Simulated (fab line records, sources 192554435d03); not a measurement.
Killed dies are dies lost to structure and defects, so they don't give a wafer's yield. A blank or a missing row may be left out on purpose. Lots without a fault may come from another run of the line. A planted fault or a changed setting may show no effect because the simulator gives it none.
Split-lot experiment | flow n5_finfet | 7 lots, 21 wafers read, on a route of 1938 steps

THE SPLIT
At N5_BEOL_M3_VIA_ETCH_34 (etches the open film in C4F6/O2, target depth 69.4 nm, time 65.9 s), the setting time_s was moved away from the recipe's 65.9 s on 4 of the 21 wafers read, by +7.8% to +21.2%. The other wafers ran this setting at the recipe's value.

The reading is taken at the split's own step.

THE READING
SOC_of_BEOL_M3_COAT_67.thk_nm (the simulator's own value, which no gauge read), in nm, at N5_BEOL_M3_VIA_ETCH_34 (etches the open film in C4F6/O2, target depth 69.4 nm, time 65.9 s). The file gives no usual value for it. The 17 wafers here that ran the recipe average 52.1 nm, standard deviation 0.33 nm.

wafer  | tool, chamber at the split | time_s as run, s | against the recipe | SOC_of_BEOL_M3_COAT_67.thk_nm, nm | against lot-mates on the recipe
L077.1 | rie_diel-03, 0             | 79.84            | +21.2%             | 50.2                              | -2.0
L077.5 | rie_diel-03, 0             | 65.9             | recipe             | 52                                | -
L077.6 | rie_diel-03, 1             | 65.9             | recipe             | 52.4                              | -
L080.1 | rie_diel-06, 3             | 65.9             | recipe             | 52.4                              | -
L080.3 | rie_diel-06, 2             | 65.9             | recipe             | 52.6                              | -
L080.6 | rie_diel-06, 2             | 65.9             | recipe             | 52.8                              | -
L081.1 | rie_diel-02, 0             | 65.9             | recipe             | 52                                | -
L081.2 | rie_diel-02, 3             | 65.9             | recipe             | 52                                | -
L081.5 | rie_diel-02, 2             | 65.9             | recipe             | 51.8                              | -
L082.2 | rie_diel-02, 1             | 71.01            | +7.8%              | 51.4                              | -0.4
L082.3 | rie_diel-02, 2             | 71.01            | +7.8%              | 51.6                              | -0.2
L082.4 | rie_diel-02, 3             | 65.9             | recipe             | 51.8                              | -
L086.2 | rie_diel-03, 1             | 77.11            | +17.0%             | 50.8                              | -1.1
L086.5 | rie_diel-03, 2             | 65.9             | recipe             | 51.6                              | -
L086.6 | rie_diel-03, 1             | 65.9             | recipe             | 52.2                              | -
L091.3 | rie_diel-06, 1             | 65.9             | recipe             | 51.8                              | -
L091.4 | rie_diel-06, 3             | 65.9             | recipe             | 51.6                              | -
L091.6 | rie_diel-06, 1             | 65.9             | recipe             | 51.8                              | -
L093.2 | rie_diel-02, 3             | 65.9             | recipe             | 52                                | -
L093.3 | rie_diel-02, 2             | 65.9             | recipe             | 52.2                              | -
L093.5 | rie_diel-02, 0             | 65.9             | recipe             | 52                                | -

THE FIT
A straight line over all 21 wafers: SOC_of_BEOL_M3_COAT_67.thk_nm changes by -0.0814 nm for each +1% of time_s; r = -0.85; the points scatter about the line by 0.32 nm.
The same after taking each lot's own level away (the mean of its wafers on the recipe; 21 wafers): -0.0781 nm for each +1%; r = -0.92; scatter 0.2 nm.
On that fit, the largest move of time_s shifts the reading by 1.7 nm.
The lots' own levels span 51.73 to 52.60 nm, that is 2.6 times the standard deviation above.
So the lot-to-lot level changes the slope little: the two slopes agree.
Check: with one of the wafers moved furthest among these (+21.2%) left out of the fit, the line predicts -1.21 nm for it against its lot-mates. It came out at -2 nm against them.

OTHER SPLITS ON THESE WAFERS
These wafers also went through other splits before the reading. Each is held against what the fit with the lots' levels taken away leaves over:
other split on the same wafers | wafers away from the commonest value | r with SOC_of_BEOL_M3_COAT_67.thk_nm (lot level and that fit taken away)
N5_BEOL_M0_ETCH_138 bias_w     | 8                                    | -0.15
N5_BEOL_M1_COAT_61 spin_rpm    | 8                                    | +0.12
N5_BEOL_M1_COAT_62 spin_rpm    | 6                                    | -0.35
N5_BEOL_M2_EXPOSE_08 dose_mj   | 7                                    | +0.49
N5_BEOL_M2_DESCUM_16 time_s    | 4                                    | -0.44

THE WHOLE CHAIN: every reading that the file lists as answering this split, in the file's order
step                   | what it does                                                       | reading                                                                        | change (the file's fit)                | r (the file's)
N5_BEOL_M3_VIA_ETCH_34 | etches the open film in C4F6/O2, target depth 69.4 nm, time 65.9 s | etch.depth_nm (the simulator's own value, which no gauge read)                 | +0.665 nm for each +1% of the setting  | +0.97
N5_BEOL_M3_VIA_ETCH_34 | etches the open film in C4F6/O2, target depth 69.4 nm, time 65.9 s | SOC_of_BEOL_M3_COAT_67.thk_nm (the simulator's own value, which no gauge read) | -0.0795 nm for each +1% of the setting | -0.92

THE FILE'S OWN FIT
SOC_of_BEOL_M3_COAT_67.thk_nm changes by -0.0795 nm for each +1% of time_s, r = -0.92.
